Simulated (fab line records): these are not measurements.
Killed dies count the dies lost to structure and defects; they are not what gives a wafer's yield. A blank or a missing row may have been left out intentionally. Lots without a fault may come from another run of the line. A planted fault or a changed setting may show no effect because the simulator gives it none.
Which tool did it? -- flow nand_harc -- 42 wafers from 14 lots sampled at 4 of the route's 1302 steps

== WHAT THE GAUGES SHOWED, per wafer ==
The record holds no reading of a measuring or inspecting step that can be judged against a usual standard deviation.

== EACH LOT AND THE TOOL THAT RAN IT (in order: tool; ch and the chambers of the sampled wafers; start) ==
lot,NHARC_P_M0_PVD_20,NHARC_P_M1_PVD_20,NHARC_P_M1_DEP_33,NHARC_P_M2_ETCH_35
L595,"pvd_sputter-03, day 6 07:40 or earlier","pvd_sputter-01, day 6 07:40 or earlier","pecvd-02 ch 1,2, day 6 07:40","rie_diel-07 ch 1,2,3, day 6 09:05"
L597,"pvd_sputter-02, day 7 03:26 or earlier","pvd_sputter-03, day 7 03:26 or earlier","pecvd-02 ch 0,2, day 7 03:26","rie_diel-13 ch 1,3, day 7 04:57"
L599,"pvd_sputter-01, day 7 23:31 or earlier","pvd_sputter-03, day 7 23:31 or earlier","pecvd-03 ch 0,1,2, day 7 23:31","rie_diel-09 ch 1,3, day 8 00:57"
L600,"pvd_sputter-01, day 8 06:52 or earlier","pvd_sputter-02, day 8 06:52 or earlier","pecvd-03 ch 0,1, day 8 06:52","rie_diel-13 ch 0,1,3, day 8 08:23"
L602,"pvd_sputter-03, day 9 09:08 or earlier","pvd_sputter-01, day 9 09:08 or earlier","pecvd-01 ch 0,1,2, day 9 09:08","rie_diel-07 ch 0,1,3, day 9 10:32"
L603,"pvd_sputter-02, day 9 17:29 or earlier","pvd_sputter-01, day 9 17:29 or earlier","pecvd-02 ch 0,1,2, day 9 17:29","rie_diel-13 ch 1,3, day 9 18:55"
L605,"pvd_sputter-02, day 10 13:16 or earlier","pvd_sputter-02, day 10 13:16 or earlier","pecvd-03 ch 0,1, day 10 13:16","rie_diel-13 ch 0,1,3, day 10 14:45"
L607,"pvd_sputter-02, day 11 06:04 or earlier","pvd_sputter-03, day 11 06:04 or earlier","pecvd-02 ch 0,2, day 11 06:04","rie_diel-07 ch 1,2, day 11 07:22"
L608,"pvd_sputter-01, day 11 13:17 or earlier","pvd_sputter-02, day 11 13:17 or earlier","pecvd-03 ch 0,1,2, day 11 13:17","rie_diel-09 ch 1,2,3, day 11 14:38"
L609,"pvd_sputter-03, day 12 15:01 or earlier","pvd_sputter-01, day 12 15:01 or earlier","pecvd-03 ch 0,1, day 12 15:01","rie_diel-07 ch 0,1,3, day 12 16:28"
L610,"pvd_sputter-01, day 12 15:17 or earlier","pvd_sputter-02, day 12 15:17 or earlier","pecvd-01 ch 0,1,2, day 12 15:17","rie_diel-13 ch 0,1,2, day 12 16:49"
L616,"pvd_sputter-01, day 15 09:19 or earlier","pvd_sputter-01, day 15 09:19 or earlier","pecvd-02 ch 0,1,2, day 15 09:19","rie_diel-07 ch 1,2, day 15 10:52"
L617,"pvd_sputter-03, day 15 13:58 or earlier","pvd_sputter-01, day 15 13:58 or earlier","pecvd-01 ch 0,2, day 15 13:58","rie_diel-13 ch 0,2,3, day 15 15:29"
L618,"pvd_sputter-01, day 15 15:19 or earlier","pvd_sputter-02, day 15 15:19 or earlier","pecvd-03 ch 0,1,2, day 15 15:19","rie_diel-07 ch 0,1,2, day 15 16:36"
- NHARC_P_M0_PVD_20: deposits TaN, target thk 5 nm, time 8.06 s.
- NHARC_P_M1_PVD_20: deposits TaN, target thk 5 nm, time 8.06 s.
- NHARC_P_M1_DEP_33: deposits SiCN, target thk 30 nm.
- NHARC_P_M2_ETCH_35: etches the open film in N2/H2, target depth 40 nm, overetch 12 nm, time 43.94 s.

== AS READ BY THE TOOLS THEMSELVES (means over the sampled wafers that have a number; for cases with no such wafer, the mark the record gives instead) ==
NHARC_P_M0_PVD_20. Usual: bias_v 168.4 V, standard deviation 1.7; throttle_valve_pct 30.0 %, standard deviation 0.85.
lot,tool,bias_v (V),throttle_valve_pct (%),flag
L595,pvd_sputter-03,170.0,30.6,
L597,pvd_sputter-02,168.6,29.1,
L599,pvd_sputter-01,169.0,30.2,
L600,pvd_sputter-01,167.0,29.9,
L602,pvd_sputter-03,166.9,30.3,
L603,pvd_sputter-02,168.4,29.8,
L605,pvd_sputter-02,169.3,30.5,
L607,pvd_sputter-02,168.8,29.6,
L608,pvd_sputter-01,166.0,30.2,
L609,pvd_sputter-03,168.3,29.9,
L610,pvd_sputter-01,168.2,30.3,
L616,pvd_sputter-01,168.9,29.7,
L617,pvd_sputter-03,167.5,29.9,
L618,pvd_sputter-01,170.0,30.0,

NHARC_P_M1_PVD_20. Usual: bias_v 168.9 V, standard deviation 1.9; throttle_valve_pct 30.0 %, standard deviation 0.89.
lot,tool,bias_v (V),throttle_valve_pct (%),flag
L595,pvd_sputter-01,170.4,30.4,
L597,pvd_sputter-03,168.6,29.8,
L599,pvd_sputter-03,168.0,31.0,
L600,pvd_sputter-02,170.0,29.9,
L602,pvd_sputter-01,170.6,30.4,
L603,pvd_sputter-01,166.7,30.2,
L605,pvd_sputter-02,167.8,30.1,
L607,pvd_sputter-03,168.4,30.6,
L608,pvd_sputter-02,168.9,28.9,
L609,pvd_sputter-01,170.3,30.2,
L610,pvd_sputter-02,169.4,29.8,
L616,pvd_sputter-01,169.2,30.5,
L617,pvd_sputter-01,167.3,30.1,
L618,pvd_sputter-02,170.3,30.0,

NHARC_P_M1_DEP_33. Usual: chamber_pressure_Torr 3.000 Torr, standard deviation 0.0067; heater_power_outer_w 355 W, standard deviation 68; heater_power_w 585 W, standard deviation 92; showerhead_vpp_V 1302 V, standard deviation 55.
lot,tool,chamber_pressure_Torr (Torr),heater_power_outer_w (W),heater_power_w (W),showerhead_vpp_V (V),flag
L595,pecvd-02,2.998,406,632,1261,
L597,pecvd-02,3.001,347,573,1258,
L599,pecvd-03,3.001,323,590,1356,
L600,pecvd-03,2.997,372,674,1343,
L602,pecvd-01,2.998,414,647,1333,
L603,pecvd-02,2.998,368,579,1260,
L605,pecvd-03,3.003,358,655,1344,
L607,pecvd-02,2.999,307,510,1260,
L608,pecvd-03,-,-,-,-,OFF
L609,pecvd-03,-,-,-,-,OFF
L610,pecvd-01,3.000,425,683,1331,
L616,pecvd-02,2.999,368,583,1273,
L617,pecvd-01,2.991,384,601,1357,
L618,pecvd-03,3.006,317,584,1355,

NHARC_P_M2_ETCH_35. Usual: drypump_motor_current_A 5.7 A, standard deviation 0.52; oes_product_au 0.995 a.u., standard deviation 0.017; rf_vpp_V 431.4 V, standard deviation 2.8; showerhead_plenum_p_Torr 2.07 Torr, standard deviation 0.096; throttle_valve_pct 14.172 %, standard deviation 0.0096.
lot,tool,drypump_motor_current_A (A),oes_product_au (a.u.),rf_vpp_V (V),showerhead_plenum_p_Torr (Torr),throttle_valve_pct (%),flag
L595,rie_diel-07,5.4,0.995,431.3,2.02,14.163,
L597,rie_diel-13,5.8,1.015,431.0,2.04,14.170,
L599,rie_diel-09,5.8,0.979,435.1,2.18,14.171,
L600,rie_diel-13,5.6,1.001,430.9,2.06,14.166,
L602,rie_diel-07,5.7,0.989,430.5,2.04,14.174,
L603,rie_diel-13,5.8,1.018,431.1,2.04,14.173,
L605,rie_diel-13,5.6,1.004,430.4,2.06,14.178,
L607,rie_diel-07,5.2,1.006,431.5,2.06,14.173,
L608,rie_diel-09,5.6,0.988,434.0,2.17,14.181,
L609,rie_diel-07,5.7,0.980,430.6,2.04,14.172,
L610,rie_diel-13,5.7,1.015,433.1,2.12,14.165,
L616,rie_diel-07,5.2,0.987,431.1,2.06,14.178,
L617,rie_diel-13,6.2,1.007,430.7,2.05,14.182,
L618,rie_diel-07,5.7,0.992,429.5,2.01,14.167,

== THE ANSWER, worked out from the rows above alone ==
Rule: take the mean of a lot's wafers that have a number; if it is more than 3 standard deviations from the usual mean, the lot is off. Also off: a lot with no number at a reading for which 4 or more lots have one. Any other lot the step has rows for is counted as sound. First the gauges in route order, then the tools' own readings, where a lot's mean is used as printed above. The first step at which some lot is off is used, and at that step the reading that is off furthest; a lot without a number counts as furthest.
Off: L608, L609 (NHARC_P_M1_DEP_33, chamber_pressure_Torr). Without a number there: L608, L609.
A tool fits if, at that step or a process step before it, it ran every lot that is off, and no sound lot after the first of them. Because NHARC_P_M0_PVD_20 lacks a start for some lots, the hours and order of its lots are taken from NHARC_P_M1_DEP_33. Because NHARC_P_M1_PVD_20 lacks a start for some lots, the hours and order of its lots are taken from NHARC_P_M1_DEP_33. Not one of the candidates tried fits.

== WHAT THE SIMULATOR HAD INSERTED ==
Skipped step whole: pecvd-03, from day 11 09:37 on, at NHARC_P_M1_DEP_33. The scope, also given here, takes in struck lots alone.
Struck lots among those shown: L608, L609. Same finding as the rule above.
